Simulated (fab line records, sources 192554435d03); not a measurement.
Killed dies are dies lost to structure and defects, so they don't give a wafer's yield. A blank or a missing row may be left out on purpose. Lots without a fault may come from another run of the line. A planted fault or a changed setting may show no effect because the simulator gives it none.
fab line records | flow n5_finfet
record lots=5 wafers=15 last_day=18
route steps=1938 shown BEOL_M4@1073
lots that met no fault: from a run of the same line without faults
start_h: hours from the record's first day to the start of the lot's first wafer shown | wait_h: hours since the lot's step before | " the same as in the row above | L1.1+2: a row that stands for several wafers | - no value, or no start given | * or withheld: withheld | < > ~ a bound
route shown NAME@n: a module of which the file shows steps, and the number in the route of the first | usual: mean/standard deviation of fault-free wafers | same: alike in all rows | chamber/n: place in a boat | sites: the reading at each site | _std_site: their standard deviation | _edge_site: outer sites' mean less inner sites' | radius_mm: how far each site lies from the wafer's centre | mask NAME#n: copy n | behind: the tool/chamber that last shaped the wafer | hold: why the lot was held/for how many hours/how that ended | device: the transistor (n, p or np) that didn't switch | end of line: the same wafers' tests at the end of the route | a step without rows: its recipe alone | killed: dies lost to structure and defects at the first sort, not the wafer's yield | map: a wafer's dies, x killed, . not, _ none there
set.NAME: the setting as run; set.NAME@STEP: as run at that earlier step | model.NAME: the simulator's own value behind a step, which no gauge read
lots at some steps of the route; a table a step, a row a wafer
services: from which hour (start_h, from the record's first day; less than 0 if before it) a tool's chamber was out of use, for how many hours, and why
## steps
# step N5_BEOL_M4_OCD_MEAS_38
# usual trench_depth_nm=55.6/1
# columns lot.wafer tool chamber start_h wait_h trench_depth_nm
L083.2 ocd-02 - 225.90 - 55.5
L083.5 " - " " 56.6
L083.6 " - " " 55.7
L085.1 ocd-02 - 235.93 - 57.2
L085.3 " - " " 56.3
L085.5 " - " " 55.6
L090.4 ocd-01 - 257.69 - 55.5
L090.5 " - " " 55.6
L090.6 " - " " 56.5
L094.1 ocd-01 - 285.18 - 57.3
L094.2 " - " " 57.3
L094.5 " - " " 55.3
L097.3 ocd-02 - 316.95 - 55.1
L097.5 " - " " 56.0
L097.6 " - " " 55.2
# step N5_BEOL_M4_HM_STRIP_39
# recipe chemistry=peroxide_tin_strip material=TiN target_depth_a=250 temp_c=50 time_s=158
# usual bath_guard_temp_C=50.1/0.54
# columns lot.wafer tool chamber start_h wait_h bath_guard_temp_C
L083.2 wet_bench-01 2 225.93 0.0 49.7
L083.5 " 6 " " 51.0
L083.6 " 0 " " 51.0
L085.1 wet_bench-03 5 235.96 0.0 50.3
L085.3 " 7 " " 50.0
L085.5 " 2 " " 49.5
L090.4 wet_bench-01 3 257.71 0.0 49.9
L090.5 " 0 " " 50.6
L090.6 " 4 " " 50.5
L094.1 wet_bench-02 3 285.21 0.0 50.7
L094.2 " 6 " " 50.7
L094.5 " 5 " " 48.5
L097.3 wet_bench-03 7 316.98 0.0 50.0
L097.5 " 3 " " 49.7
L097.6 " 4 " " 50.6
# step N5_BEOL_M4_SRD_40
# recipe time_s=30 temp_c=23 rinse_liquid=diw dry=ipa_marangoni
# columns lot.wafer tool chamber start_h wait_h
L083.2+5+6 wet_bench-01 2,6,0 225.98 0.0
L085.1+3+5 wet_bench-03 5,7,2 236.01 0.0
L090.4+5+6 wet_bench-01 3,0,4 257.76 0.0
L094.1+2+5 wet_bench-02 3,6,5 285.26 0.0
L097.3+5+6 wet_bench-03 7,3,4 317.03 0.0
# step N5_BEOL_M4_PRECLEAN_42
# recipe chemistry=residue_remover time_s=60 temp_c=40
# usual bath_guard_temp_C=40.2/0.52
# columns lot.wafer tool chamber start_h wait_h bath_guard_temp_C
L083.2 wet_bench-01 2 225.99 0.0 40.1
L083.5 " 6 " " 41.0
L083.6 " 0 " " 41.1
L085.1 wet_bench-03 5 236.03 0.0 40.4
L085.3 " 7 " " 39.9
L085.5 " 2 " " 39.8
L090.4 wet_bench-01 3 257.78 0.0 39.9
L090.5 " 0 " " 40.9
L090.6 " 4 " " 40.6
L094.1 wet_bench-02 3 285.28 0.0 41.1
L094.2 " 6 " " 40.8
L094.5 " 5 " " 38.5
L097.3 wet_bench-03 7 317.05 0.0 40.1
L097.5 " 3 " " 39.8
L097.6 " 4 " " 40.6
# step N5_BEOL_M4_SRD_43
# recipe time_s=30 temp_c=23 rinse_liquid=diw dry=ipa_marangoni
# columns lot.wafer tool chamber start_h wait_h
L083.2+5+6 wet_bench-01 2,6,0 226.01 0.0
L085.1+3+5 wet_bench-03 5,7,2 236.04 0.0
L090.4+5+6 wet_bench-01 3,0,4 257.79 0.0
L094.1+2+5 wet_bench-02 3,6,5 285.30 0.0
L097.3+5+6 wet_bench-03 7,3,4 317.07 0.0
# step N5_BEOL_M4_CD_MEAS_35
# recipe target_cd_nm=18 target_cd_y_nm=22.4 polarity=opening
# usual cd_nm=18.0/0.34
# columns lot.wafer tool chamber start_h wait_h cd_nm
L083.2 cd_sem-03 - 226.05 0.0 17.7
L083.5 " - " " 18.0
L083.6 " - " " 17.7
L085.1 cd_sem-03 - 236.08 0.0 17.8
L085.3 " - " " 18.3
L085.5 " - " " 18.5
L090.4 cd_sem-02 - 257.84 0.0 18.2
L090.5 " - " " 18.3
L090.6 " - " " 17.8
L094.1 cd_sem-02 - 285.34 0.0 17.9
L094.2 " - " " 17.7
L094.5 " - " " 17.7
L097.3 cd_sem-01 - 317.11 0.0 18.1
L097.5 " - " " 18.2
L097.6 " - " " 17.8
# step N5_BEOL_M4_DEGAS_44
# recipe ambient=vacuum temp_c=250 time_s=60
# usual heater_power_w=329/44
# columns lot.wafer tool chamber start_h wait_h heater_power_w
L083.2 pvd_sputter-01 - 226.47 0.4 270
L083.5 " - " " 277
L083.6 " - " " 321
L085.1 pvd_sputter-01 - 236.27 0.2 283
L085.3 " - " " 319
L085.5 " - " " 323
L090.4 pvd_sputter-01 - 258.25 0.4 294
L090.5 " - " " 293
L090.6 " - " " 307
L094.1 pvd_sputter-02 - 285.63 0.3 277
L094.2 " - " " 372
L094.5 " - " " 377
L097.3 pvd_sputter-02 - 317.55 0.4 276
L097.5 " - " " 368
L097.6 " - " " 278
# step N5_BEOL_M4_PRE_CLEAN_45
# recipe gas=H2/He time_s=30 temp_c=250
# usual heater_power_w=330/44
# columns lot.wafer tool chamber start_h wait_h heater_power_w
L083.2 pvd_sputter-01 - 226.51 0.0 269
L083.5 " - " " 268
L083.6 " - " " 308
L085.1 pvd_sputter-01 - 236.31 0.0 290
L085.3 " - " " 315
L085.5 " - " " 313
L090.4 pvd_sputter-01 - 258.29 0.0 290
L090.5 " - " " 300
L090.6 " - " " 305
L094.1 pvd_sputter-02 - 285.67 0.0 277
L094.2 " - " " 366
L094.5 " - " " 374
L097.3 pvd_sputter-02 - 317.59 0.0 279
L097.5 " - " " 369
L097.6 " - " " 274
# step N5_BEOL_M4_ALD_84
# recipe material=TaN target_thk_a=* temp_c=275 ald_precursor_family=PDMAT ald_co_reactant=NH3 pressure_torr=3 carrier_flow_sccm=1500 pulse_time_s=2 purge_time_s=3 co_reactant_purge_time_s=2 co_reactant_pulse_time_s=3 ald_cycles=30 precursor_vessel_temp_c=75 precursor_vessel_pressure_torr=26.25 precursor_vessel_carrier_sccm=1000
# usual heater_power_w=410/42
# same co_reactant_purge_time_s=2
# columns lot.wafer tool chamber start_h wait_h heater_power_w
L083.2 ald_metal-01 0 226.68 0.1 385
L083.5 " 0 " " 398
L083.6 " 3 " " 355
L085.1 ald_metal-01 1 236.37 0.0 396
L085.3 " 0 " " 386
L085.5 " 2 " " 426
L090.4 ald_metal-03 2 258.58 0.3 516
L090.5 " 0 " " 403
L090.6 " 3 " " 412
L094.1 ald_metal-03 0 285.74 0.1 410
L094.2 " 1 " " 429
L094.5 " 1 " " 452
L097.3 ald_metal-01 2 317.65 0.0 418
L097.5 " 2 " " 422
L097.6 " 3 " " 354
# step N5_BEOL_M4_SURFACE_TREAT_85
# recipe gas=Ar time_s=* ion_energy_ev=* ion_current_ma_cm2=0.5 pressure_mtorr=* ar_flow_sccm=30
# usual throttle_valve_pct=*
# columns lot.wafer tool chamber start_h wait_h throttle_valve_pct
L083.2 pvd_sputter-01 - 227.25 0.5 *
L083.5 " - " " *
L083.6 " - " " *
L085.1 pvd_sputter-03 - 236.64 0.2 *
L085.3 " - " " *
L085.5 " - " " *
L090.4 pvd_sputter-01 - 260.39 1.7 *
L090.5 " - " " *
L090.6 " - " " *
L094.1 pvd_sputter-03 - 285.98 0.1 *
L094.2 " - " " *
L094.5 " - " " *
L097.3 pvd_sputter-02 - 317.89 0.1 *
L097.5 " - " " *
L097.6 " - " " *
# step N5_BEOL_M4_CVD_47
# recipe material=Co target_thk_a=30 temp_c=withheld precursor=CCTBA/H2 pressure_torr=30 time_s=223.8
# columns lot.wafer tool chamber start_h wait_h
L083.2+5+6 cvd_co-01 0,1,0 227.54 0.3
L085.1+3+5 cvd_co-02 1,0,2 236.85 0.2
L090.4+5+6 cvd_co-02 2,0,1 260.52 0.1
L094.1+2+5 cvd_co-01 2,0,0 286.07 0.1
L097.3+5+6 cvd_co-02 1,2,0 317.95 0.0
# step N5_BEOL_M4_SPUTTER_48
# recipe material=Cu target_thk_a=45 temp_c=-20 chamber_pressure_pa=0.07 power_w=withheld time_s=8.29
# usual throttle_valve_pct=30.4/1
# columns lot.wafer tool chamber start_h wait_h throttle_valve_pct
L083.2 pvd_sputter-01 - 227.85 0.2 28.3
L083.5 " - " " 30.8
L083.6 " - " " 31.8
L085.1 pvd_sputter-02 - 237.05 0.1 30.3
L085.3 " - " " 30.1
L085.5 " - " " 29.9
L090.4 pvd_sputter-02 - 260.84 0.3 29.8
L090.5 " - " " 32.2
L090.6 " - " " 30.2
L094.1 pvd_sputter-01 - 286.28 0.1 30.7
L094.2 " - " " 29.9
L094.5 " - " " 31.9
L097.3 pvd_sputter-02 - 318.13 0.1 32.3
L097.5 " - " " 29.9
L097.6 " - " " 30.5
# step N5_BEOL_M4_ANNEAL_49
# recipe temp_c=400 time_s=240 ambient=vacuum
# usual heater_power_w=814/110
# columns lot.wafer tool chamber start_h wait_h heater_power_w
L083.2 pvd_sputter-01 - 227.93 0.0 674
L083.5 " - " " 736
L083.6 " - " " 744
L085.1 pvd_sputter-02 - 237.13 0.0 941
L085.3 " - " " 904
L085.5 " - " " 877
L090.4 pvd_sputter-02 - 260.92 0.0 866
L090.5 " - " " 703
L090.6 " - " " 886
L094.1 pvd_sputter-01 - 286.36 0.0 730
L094.2 " - " " 776
L094.5 " - " " 754
L097.3 pvd_sputter-02 - 318.21 0.0 692
L097.5 " - " " 946
L097.6 " - " " 928
# step N5_BEOL_M4_SPUTTER_79
# recipe material=Cu target_thk_a=45 temp_c=-20 chamber_pressure_pa=0.07 power_w=withheld time_s=8.29
# usual throttle_valve_pct=30.4/1
# columns lot.wafer tool chamber start_h wait_h throttle_valve_pct
L083.2 pvd_sputter-01 - 228.07 0.1 28.6
L083.5 " - " " 31.1
L083.6 " - " " 31.9
L085.1 pvd_sputter-02 - 237.27 0.1 30.8
L085.3 " - " " 30.3
L085.5 " - " " 29.9
L090.4 pvd_sputter-02 - 261.06 0.1 29.9
L090.5 " - " " 31.9
L090.6 " - " " 29.9
L094.1 pvd_sputter-01 - 286.50 0.1 31.3
L094.2 " - " " 30.0
L094.5 " - " " 31.5
L097.3 pvd_sputter-02 - 318.35 0.1 31.8
L097.5 " - " " 30.0
L097.6 " - " " 30.5
# step N5_BEOL_M4_ANNEAL_80
# recipe temp_c=400 time_s=240 ambient=vacuum
# usual heater_power_w=812/110
# columns lot.wafer tool chamber start_h wait_h heater_power_w
L083.2 pvd_sputter-01 - 228.15 0.0 674
L083.5 " - " " 741
L083.6 " - " " 763
L085.1 pvd_sputter-02 - 237.35 0.0 943
L085.3 " - " " 934
L085.5 " - " " 873
L090.4 pvd_sputter-02 - 261.14 0.0 849
L090.5 " - " " 683
L090.6 " - " " 867
L094.1 pvd_sputter-01 - 286.58 0.0 735
L094.2 " - " " 784
L094.5 " - " " 746
L097.3 pvd_sputter-02 - 318.43 0.0 671
L097.5 " - " " 934
L097.6 " - " " 915
# step N5_BEOL_M4_SPUTTER_81
# recipe material=Cu target_thk_a=45 temp_c=-20 chamber_pressure_pa=0.07 power_w=withheld time_s=8.29
# usual throttle_valve_pct=30.4/0.99
# columns lot.wafer tool chamber start_h wait_h throttle_valve_pct
L083.2 pvd_sputter-01 - 228.29 0.1 28.6
L083.5 " - " " 31.1
L083.6 " - " " 31.6
L085.1 pvd_sputter-02 - 237.49 0.1 30.3
L085.3 " - " " 29.9
L085.5 " - " " 29.9
L090.4 pvd_sputter-02 - 261.28 0.1 29.9
L090.5 " - " " 32.0
L090.6 " - " " 30.0
L094.1 pvd_sputter-01 - 286.72 0.1 31.0
L094.2 " - " " 29.8
L094.5 " - " " 31.6
L097.3 pvd_sputter-02 - 318.57 0.1 32.2
L097.5 " - " " 30.0
L097.6 " - " " 30.5
# step N5_BEOL_M4_ANNEAL_82
# recipe temp_c=400 time_s=240 ambient=vacuum
# usual heater_power_w=815/110
# columns lot.wafer tool chamber start_h wait_h heater_power_w
L083.2 pvd_sputter-01 - 228.37 0.0 663
L083.5 " - " " 746
L083.6 " - " " 745
L085.1 pvd_sputter-02 - 237.57 0.0 915
L085.3 " - " " 907
L085.5 " - " " 888
L090.4 pvd_sputter-02 - 261.36 0.0 875
L090.5 " - " " 681
L090.6 " - " " 886
L094.1 pvd_sputter-01 - 286.80 0.0 728
L094.2 " - " " 754
L094.5 " - " " 778
L097.3 pvd_sputter-02 - 318.65 0.0 692
L097.5 " - " " 916
L097.6 " - " " 950
# step N5_BEOL_M4_SPUTTER_86
# recipe material=Cu target_thk_a=45 temp_c=-20 chamber_pressure_pa=0.07 power_w=withheld time_s=8.29
# usual throttle_valve_pct=30.4/1
# columns lot.wafer tool chamber start_h wait_h throttle_valve_pct
L083.2 pvd_sputter-01 - 228.51 0.1 28.6
L083.5 " - " " 31.2
L083.6 " - " " 31.5
L085.1 pvd_sputter-02 - 237.71 0.1 30.5
L085.3 " - " " 30.0
L085.5 " - " " 30.2
L090.4 pvd_sputter-02 - 261.50 0.1 29.9
L090.5 " - " " 31.9
L090.6 " - " " 30.2
L094.1 pvd_sputter-01 - 286.94 0.1 30.9
L094.2 " - " " 29.8
L094.5 " - " " 31.4
L097.3 pvd_sputter-02 - 318.79 0.1 32.1
L097.5 " - " " 29.8
L097.6 " - " " 30.6
# step N5_BEOL_M4_ANNEAL_87
# recipe temp_c=400 time_s=240 ambient=vacuum
# usual heater_power_w=813/110
# columns lot.wafer tool chamber start_h wait_h heater_power_w
L083.2 pvd_sputter-01 - 228.59 0.0 653
L083.5 " - " " 717
L083.6 " - " " 761
L085.1 pvd_sputter-02 - 237.79 0.0 934
L085.3 " - " " 912
L085.5 " - " " 882
L090.4 pvd_sputter-02 - 261.58 0.0 863
L090.5 " - " " 681
L090.6 " - " " 898
L094.1 pvd_sputter-01 - 287.02 0.0 741
L094.2 " - " " 779
L094.5 " - " " 742
L097.3 pvd_sputter-02 - 318.87 0.0 691
L097.5 " - " " 905
L097.6 " - " " 927
# step N5_BEOL_M4_SPUTTER_88
# recipe material=Cu target_thk_a=45 temp_c=-20 chamber_pressure_pa=0.07 power_w=withheld time_s=8.29
# usual throttle_valve_pct=30.4/1
# columns lot.wafer tool chamber start_h wait_h throttle_valve_pct
L083.2 pvd_sputter-01 - 228.73 0.1 28.5
L083.5 " - " " 30.9
L083.6 " - " " 31.4
L085.1 pvd_sputter-02 - 237.93 0.1 30.5
L085.3 " - " " 30.1
L085.5 " - " " 29.8
L090.4 pvd_sputter-02 - 261.72 0.1 30.0
L090.5 " - " " 32.1
L090.6 " - " " 29.9
L094.1 pvd_sputter-01 - 287.16 0.1 30.8
L094.2 " - " " 29.7
L094.5 " - " " 31.6
L097.3 pvd_sputter-02 - 319.01 0.1 32.4
L097.5 " - " " 30.0
L097.6 " - " " 30.3
# step N5_BEOL_M4_ANNEAL_89
# recipe temp_c=400 time_s=240 ambient=vacuum
# usual heater_power_w=815/110
# columns lot.wafer tool chamber start_h wait_h heater_power_w
L083.2 pvd_sputter-01 - 228.81 0.0 679
L083.5 " - " " 764
L083.6 " - " " 753
L085.1 pvd_sputter-02 - 238.01 0.0 941
L085.3 " - " " 924
L085.5 " - " " 878
L090.4 pvd_sputter-02 - 261.80 0.0 873
L090.5 " - " " 683
L090.6 " - " " 851
L094.1 pvd_sputter-01 - 287.24 0.0 723
L094.2 " - " " 798
L094.5 " - " " 762
L097.3 pvd_sputter-02 - 319.09 0.0 692
L097.5 " - " " 947
L097.6 " - " " 918
# step N5_BEOL_M4_SPUTTER_90
# recipe material=Cu target_thk_a=45 temp_c=-20 chamber_pressure_pa=0.07 power_w=withheld time_s=8.29
# usual throttle_valve_pct=30.4/1
# columns lot.wafer tool chamber start_h wait_h throttle_valve_pct
L083.2 pvd_sputter-01 - 228.95 0.1 28.4
L083.5 " - " " 31.0
L083.6 " - " " 31.8
L085.1 pvd_sputter-02 - 238.15 0.1 30.4
L085.3 " - " " 30.0
L085.5 " - " " 29.9
L090.4 pvd_sputter-02 - 261.94 0.1 29.9
L090.5 " - " " 32.1
L090.6 " - " " 29.8
L094.1 pvd_sputter-01 - 287.38 0.1 31.3
L094.2 " - " " 29.9
L094.5 " - " " 31.3
L097.3 pvd_sputter-02 - 319.23 0.1 31.8
L097.5 " - " " 30.1
L097.6 " - " " 30.5
# step N5_BEOL_M4_ANNEAL_91
# recipe temp_c=400 time_s=240 ambient=vacuum
# usual heater_power_w=812/110
# columns lot.wafer tool chamber start_h wait_h heater_power_w
L083.2 pvd_sputter-01 - 229.03 0.0 678
L083.5 " - " " 736
L083.6 " - " " 771
L085.1 pvd_sputter-02 - 238.23 0.0 915
L085.3 " - " " 919
L085.5 " - " " 882
L090.4 pvd_sputter-02 - 262.02 0.0 869
L090.5 " - " " 693
L090.6 " - " " 911
L094.1 pvd_sputter-01 - 287.46 0.0 727
L094.2 " - " " 775
L094.5 " - " " 761
L097.3 pvd_sputter-02 - 319.31 0.0 702
L097.5 " - " " 918
L097.6 " - " " 942
# step N5_BEOL_M4_SPUTTER_92
# recipe material=Cu target_thk_a=45 temp_c=-20 chamber_pressure_pa=0.07 power_w=withheld time_s=8.29
# usual throttle_valve_pct=30.4/1
# columns lot.wafer tool chamber start_h wait_h throttle_valve_pct
L083.2 pvd_sputter-01 - 229.17 0.1 28.7
L083.5 " - " " 31.2
L083.6 " - " " 31.7
L085.1 pvd_sputter-02 - 238.37 0.1 30.5
L085.3 " - " " 30.0
L085.5 " - " " 30.1
L090.4 pvd_sputter-02 - 262.16 0.1 29.8
L090.5 " - " " 32.0
L090.6 " - " " 29.9
L094.1 pvd_sputter-01 - 287.60 0.1 31.2
L094.2 " - " " 29.9
L094.5 " - " " 31.6
L097.3 pvd_sputter-02 - 319.45 0.1 32.0
L097.5 " - " " 30.2
L097.6 " - " " 30.3
# step N5_BEOL_M4_ANNEAL_93
# recipe temp_c=400 time_s=240 ambient=vacuum
# usual heater_power_w=813/110
# columns lot.wafer tool chamber start_h wait_h heater_power_w
L083.2 pvd_sputter-01 - 229.25 0.0 669
L083.5 " - " " 721
L083.6 " - " " 771
L085.1 pvd_sputter-02 - 238.45 0.0 922
L085.3 " - " " 935
L085.5 " - " " 876
L090.4 pvd_sputter-02 - 262.24 0.0 880
L090.5 " - " " 694
L090.6 " - " " 884
L094.1 pvd_sputter-01 - 287.68 0.0 738
L094.2 " - " " 788
L094.5 " - " " 761
L097.3 pvd_sputter-02 - 319.53 0.0 684
L097.5 " - " " 903
L097.6 " - " " 913
# step N5_BEOL_M4_SPUTTER_94
# recipe material=Cu target_thk_a=45 temp_c=-20 chamber_pressure_pa=0.07 power_w=withheld time_s=8.29
# usual throttle_valve_pct=30.4/0.99
# columns lot.wafer tool chamber start_h wait_h throttle_valve_pct
L083.2 pvd_sputter-01 - 229.39 0.1 28.5
L083.5 " - " " 31.2
L083.6 " - " " 31.3
L085.1 pvd_sputter-02 - 238.59 0.1 30.3
L085.3 " - " " 29.8
L085.5 " - " " 29.9
L090.4 pvd_sputter-02 - 262.38 0.1 29.8
L090.5 " - " " 31.9
L090.6 " - " " 30.0
L094.1 pvd_sputter-01 - 287.82 0.1 30.9
L094.2 " - " " 30.2
L094.5 " - " " 31.7
L097.3 pvd_sputter-02 - 319.67 0.1 32.0
L097.5 " - " " 29.8
L097.6 " - " " 30.7
# step N5_BEOL_M4_ANNEAL_95
# recipe temp_c=400 time_s=240 ambient=vacuum
# usual heater_power_w=813/110
# columns lot.wafer tool chamber start_h wait_h heater_power_w
L083.2 pvd_sputter-01 - 229.47 0.0 653
L083.5 " - " " 732
L083.6 " - " " 742
L085.1 pvd_sputter-02 - 238.67 0.0 895
L085.3 " - " " 889
L085.5 " - " " 866
L090.4 pvd_sputter-02 - 262.46 0.0 902
L090.5 " - " " 690
L090.6 " - " " 880
L094.1 pvd_sputter-01 - 287.90 0.0 756
L094.2 " - " " 801
L094.5 " - " " 785
L097.3 pvd_sputter-02 - 319.75 0.0 698
L097.5 " - " " 922
L097.6 " - " " 930
# step N5_BEOL_M4_SPUTTER_96
# recipe material=Cu target_thk_a=45 temp_c=-20 chamber_pressure_pa=0.07 power_w=withheld time_s=8.29
# usual throttle_valve_pct=30.4/1
# columns lot.wafer tool chamber start_h wait_h throttle_valve_pct
L083.2 pvd_sputter-01 - 229.61 0.1 28.4
L083.5 " - " " 31.3
L083.6 " - " " 31.6
L085.1 pvd_sputter-02 - 238.81 0.1 30.6
L085.3 " - " " 30.2
L085.5 " - " " 30.2
L090.4 pvd_sputter-02 - 262.60 0.1 30.0
L090.5 " - " " 32.0
L090.6 " - " " 29.9
L094.1 pvd_sputter-01 - 288.04 0.1 31.2
L094.2 " - " " 29.9
L094.5 " - " " 31.7
L097.3 pvd_sputter-02 - 319.89 0.1 32.0
L097.5 " - " " 29.8
L097.6 " - " " 30.3
# step N5_BEOL_M4_ECD_50
# recipe material=Cu target_thk_a=3000
# columns lot.wafer tool chamber start_h wait_h
L083.2+5+6 ecd_cu-01 0,0,1 229.73 0.1
L085.1+3+5 ecd_cu-01 1,0,0 238.93 0.1
L090.4+5+6 ecd_cu-02 0,0,1 262.74 0.1
L094.1+2+5 ecd_cu-02 1,0,1 288.16 0.1
L097.3+5+6 ecd_cu-02 1,0,1 320.02 0.1
# step N5_BEOL_M4_ANNEAL_51
# recipe temp_c=225 time_s=90 ambient=N2
# usual wafer_temp_C_max=225.76/0.25
# columns lot.wafer tool chamber start_h wait_h wafer_temp_C_max
L083.2 rtp_anneal-01 0 229.90 0.2 225.39
L083.5 " 0 " " 225.67
L083.6 " 0 " " 225.32
L085.1 rtp_anneal-01 0 239.01 0.1 225.63
L085.3 " 0 " " 225.87
L085.5 " 0 " " 225.70
L090.4 rtp_anneal-01 0 262.93 0.2 225.76
L090.5 " 0 " " 225.55
L090.6 " 0 " " 225.41
L094.1 rtp_anneal-02 0 288.28 0.1 225.53
L094.2 " 0 " " 225.94
L094.5 " 0 " " 226.01
L097.3 rtp_anneal-01 0 320.17 0.1 225.60
L097.5 " 0 " " 225.51
L097.6 " 0 " " 225.54
# step N5_BEOL_M4_CMP_52
# recipe stop_on=SiOC t_overpolish_s=6.8 down_force_psi=1 platen_rpm=50 clearing_platen_down_force_psi=1.5 clearing_platen_rpm=50 post_cmp_clean=cu_alkaline target_thk_nm=40 clearing_platen_pad_velocity_m_s=0.99484 pad_velocity_m_s=0.99484
# usual barrier_field_endpoint_s=24.6/0.57 motor_current_A=5.8/0.75 overpolish_run_s=6.800/0.0091 time_to_endpoint_s=61/3.2
# same t_overpolish_s=6.8
# columns lot.wafer tool chamber start_h wait_h barrier_field_endpoint_s motor_current_A overpolish_run_s time_to_endpoint_s
L083.2 cmp-02 2 230.38 0.4 24.3 5.1 6.801 64
L083.5 " 2 " " 24.8 5.2 6.799 62
L083.6 " 3 " " 24.3 6.5 6.800 60
L085.3 cmp-03 2 239.34 0.2 23.5 5.9 6.813 57
L085.1 " 3 " " 24.8 5.2 6.797 63
L085.5 " 1 " " 23.3 7.0 6.802 56
L090.4 cmp-01 3 263.11 0.1 24.8 7.0 6.816 61
L090.6 " 3 " " 25.1 6.8 6.806 64
L090.5 " 0 " " 24.6 6.2 6.792 63
L094.2 cmp-03 1 288.65 0.3 23.8 7.2 6.798 59
L094.1 " 2 " " 24.5 6.2 6.809 63
L094.5 " 3 " " 24.7 5.2 6.784 66
L097.3 cmp-02 2 320.38 0.2 24.6 5.4 6.817 63
L097.5 " 2 " " 24.9 5.2 6.805 62
L097.6 " 3 " " 24.4 6.6 6.825 59
# step N5_BEOL_M4_THK_MEAS_53
# recipe thk_meas_gauge=xrf reads=Cu_of_BEOL_M4_ECD_50
# usual M4_THK=39.0/1.6
# columns lot.wafer tool chamber start_h wait_h M4_THK[nm]
L083.2 film_metro-01 - 230.67 - 38.2
L083.5 " - " " 41.5
L083.6 " - " " 37.0
L085.1 film_metro-01 - 239.60 - 41.9
L085.3 " - " " 39.6
L085.5 " - " " 38.4
L090.4 film_metro-02 - 263.41 - 38.4
L090.5 " - " " 39.6
L090.6 " - " " 40.0
L094.1 film_metro-02 - 288.87 - 40.6
L094.2 " - " " 38.2
L094.5 " - " " 40.2
L097.3 film_metro-02 - 320.69 0.3 38.7
L097.5 " - " " 39.0
L097.6 " - " " 37.5
# step N5_BEOL_M4_PRE_CLEAN_60
# recipe gas=NH3/H2 time_s=15 temp_c=* rf_power_w=300
# usual heater_power_w=85/18
# columns lot.wafer tool chamber start_h wait_h heater_power_w
L083.2 cvd_co-01 0 230.71 0.0 82
L083.5 " 1 " " 80
L083.6 " 0 " " 85
L085.1 cvd_co-01 2 239.64 0.0 87
L085.3 " 0 " " 83
L085.5 " 2 " " 85
L090.4 cvd_co-02 2 263.46 0.1 65
L090.5 " 1 " " 123
L090.6 " 0 " " 71
L094.1 cvd_co-01 0 288.91 0.0 86
L094.2 " 1 " " 80
L094.5 " 1 " " 80
L097.3 cvd_co-02 2 320.73 0.0 67
L097.5 " 2 " " 67
L097.6 " 1 " " 129
# step N5_BEOL_M4_CO_CAP_55
# recipe material=Co target_thk_a=20 temp_c=200 precursor=CCTBA/H2 pressure_torr=30 time_s=102.1
# usual heater_power_w=235/23
# columns lot.wafer tool chamber start_h wait_h heater_power_w
L083.2 cvd_co-01 0 230.75 0.0 230
L083.5 " 1 " " 230
L083.6 " 0 " " 232
L085.1 cvd_co-01 2 239.68 0.0 230
L085.3 " 0 " " 231
L085.5 " 2 " " 240
L090.4 cvd_co-02 2 263.52 0.0 214
L090.5 " 1 " " 289
L090.6 " 0 " " 211
L094.1 cvd_co-01 0 288.95 0.0 230
L094.2 " 1 " " 225
L094.5 " 1 " " 227
L097.3 cvd_co-02 2 320.77 0.0 208
L097.5 " 2 " " 217
L097.6 " 1 " " 285
# step N5_BEOL_M4_PRE_CLEAN_56
# recipe gas=NH3 time_s=15 temp_c=withheld rf_power_w=300
# columns lot.wafer tool chamber start_h wait_h
L083.2+5+6 pecvd-04 2,0,2 230.84 0.1
L085.1+3+5 pecvd-04 1,2,2 239.77 0.1
L090.4+5+6 pecvd-03 1,0,2 263.58 0.0
L094.1+2+5 pecvd-01 2,0,0 289.04 0.1
L097.3+5+6 pecvd-04 0,2,1 320.86 0.1
# step N5_BEOL_M4_DEP_57
# recipe material=SiCN target_thk_a=80 temp_c=withheld precursor=3MS/NH3 pressure_torr=3 rf_w=202 time_s=14
# usual showerhead_plenum_p_Torr=3.668/0.014 throttle_valve_pct=9.1/0.5
# columns lot.wafer tool chamber start_h wait_h showerhead_plenum_p_Torr throttle_valve_pct
L083.2 pecvd-04 2 230.86 0.0 3.656 9.6
L083.5 " 0 " " 3.675 8.9
L083.6 " 2 " " 3.650 9.5
L085.1 pecvd-04 1 239.79 0.0 3.655 8.7
L085.3 " 2 " " 3.647 9.1
L085.5 " 2 " " 3.647 9.4
L090.4 pecvd-03 1 263.61 0.0 3.682 8.7
L090.5 " 0 " " 3.661 9.3
L090.6 " 2 " " 3.662 8.6
L094.1 pecvd-01 2 289.06 0.0 3.673 8.9
L094.2 " 0 " " 3.677 8.7
L094.5 " 0 " " 3.689 9.1
L097.3 pecvd-04 0 320.88 0.0 3.657 8.6
L097.5 " 2 " " 3.650 9.5
L097.6 " 1 " " 3.649 8.8
# step N5_BEOL_M4_RS_MEAS_58
# recipe thk_meas_gauge=four-point-probe reads=Co_of_BEOL_M4_CO_CAP_55+Cu_of_BEOL_M4_ECD_50+Co_of_BEOL_M4_CVD_47+TaN_of_BEOL_M4_ALD_84
# usual M4_RS=0.68/0.035
# columns lot.wafer tool chamber start_h wait_h M4_RS[ohm/sq]
L083.2 film_metro-02 - 230.93 0.1 0.69
L083.5 " - " " 0.62
L083.6 " - " " 0.72
L085.1 film_metro-01 - 239.86 0.0 0.61
L085.3 " - " " 0.66
L085.5 " - " " 0.69
L090.4 film_metro-02 - 263.67 0.0 0.69
L090.5 " - " " 0.66
L090.6 " - " " 0.65
L094.1 film_metro-02 - 289.13 0.0 0.64
L094.2 " - " " 0.69
L094.5 " - " " 0.65
L097.3 film_metro-02 - 320.95 0.1 0.68
L097.5 " - " " 0.67
L097.6 " - " " 0.71
## services
# columns tool chamber start_h hours kind
pecvd-01 0 207.72 6.4 repair
pecvd-04 1 208.31 2.1 scheduled_down
cmp-01 - 216.71 2.7 repair
pecvd-01 2 220.22 - clean
pecvd-01 2 220.22 - consumable_replace:showerhead
pecvd-01 2 220.22 29.0 scheduled_down
pecvd-01 2 220.22 29.0 vent_cycle
cmp-02 - 223.08 0.3 repair
cmp-01 - 228.63 4.0 pm
cmp-01 - 232.63 - consumable_replace:conditioner
cmp-01 - 232.63 - consumable_replace:pad
cmp-01 - 249.01 5.0 pm
pecvd-04 - 252.22 14.6 pm
pecvd-03 0 258.06 5.5 scheduled_down
cmp-01 - 258.07 4.0 repair
pvd_sputter-01 - 260.51 3.0 repair
ald_metal-01 - 279.23 2.8 pm
cvd_co-01 0 307.10 6.0 repair
cmp-03 - 310.81 1.6 repair
cmp-02 - 311.44 6.1 pm
cmp-03 - 316.38 4.0 pm
cmp-03 - 320.38 - consumable_replace:conditioner
cmp-03 - 320.38 - consumable_replace:pad
## key
fault none
